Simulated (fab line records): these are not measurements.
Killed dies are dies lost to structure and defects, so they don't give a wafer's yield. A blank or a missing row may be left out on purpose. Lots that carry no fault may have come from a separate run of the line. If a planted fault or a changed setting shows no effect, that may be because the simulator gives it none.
Chamber matching + flow n5-finfet + rie-diel-04 running N5_MOL_CONTACT_COAG_ETCHBACK_136: 4 sister chambers
The step etches SiO2 in CHF3, target depth 25 nm, time 16.7 s. 8 wafers are shown with their chamber, then 7 later ones without.

EACH WAFER AND ITS CHAMBER
| wafer  | chamber | rf-vpp-V (V) | showerhead-plenum-p-Torr (Torr) |
|--------|---------|--------------|---------------------------------|
| L074.5 | 1       | 534          | 2.24                            |
| L076.2 | 1       | 534          | 2.23                            |
| L080.5 | 3       | 557          | 2.48                            |
| L086.1 | 2       | 508          | 2.27                            |
| L086.2 | 0       | 532          | 2.34                            |
| L086.5 | 0       | 532          | 2.34                            |
| L087.1 | 3       | 556          | 2.47                            |
| L087.4 | 2       | 507          | 2.27                            |

WAFERS MISSING THEIR CHAMBER
| wafer  | rf-vpp-V (V) | showerhead-plenum-p-Torr (Torr) |
|--------|--------------|---------------------------------|
| L087.6 | 555          | 2.47                            |
| L088.1 | 543          | 2.51                            |
| L088.3 | 555          | 2.47                            |
| L088.6 | 555          | 2.47                            |
| L096.3 | 556          | 2.46                            |
| L096.5 | 509          | 2.26                            |
| L096.6 | 555          | 2.46                            |

WHICH CHAMBER EACH ONE RAN IN
| wafer  | from the rows above | in truth                   |
|--------|---------------------|----------------------------|
| L087.6 | 3                   | 3                          |
| L088.1 | 3                   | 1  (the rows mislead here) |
| L088.3 | 3                   | 3                          |
| L088.6 | 3                   | 3                          |
| L096.3 | 3                   | 3                          |
| L096.5 | 2                   | 2                          |
| L096.6 | 3                   | 3                          |
6 of 7 placed correctly. Left unplaced by these rows: 0. Number placed wrongly: 1.
How it was worked out, from the rows above alone: a wafer's distance from a chamber is the root of the sum, over the readings, of the square of ((its reading less the chamber's mean) divided by the reading's scatter). The wafer belongs to the nearest chamber; if the next one is less than 2 further off, it can't be placed. A chamber's mean is the mean of its shown wafers. The scatter is the square root of a quotient: the sum, over the shown wafers, of each reading's squared deviation from its chamber's mean, divided by wafers minus chambers.
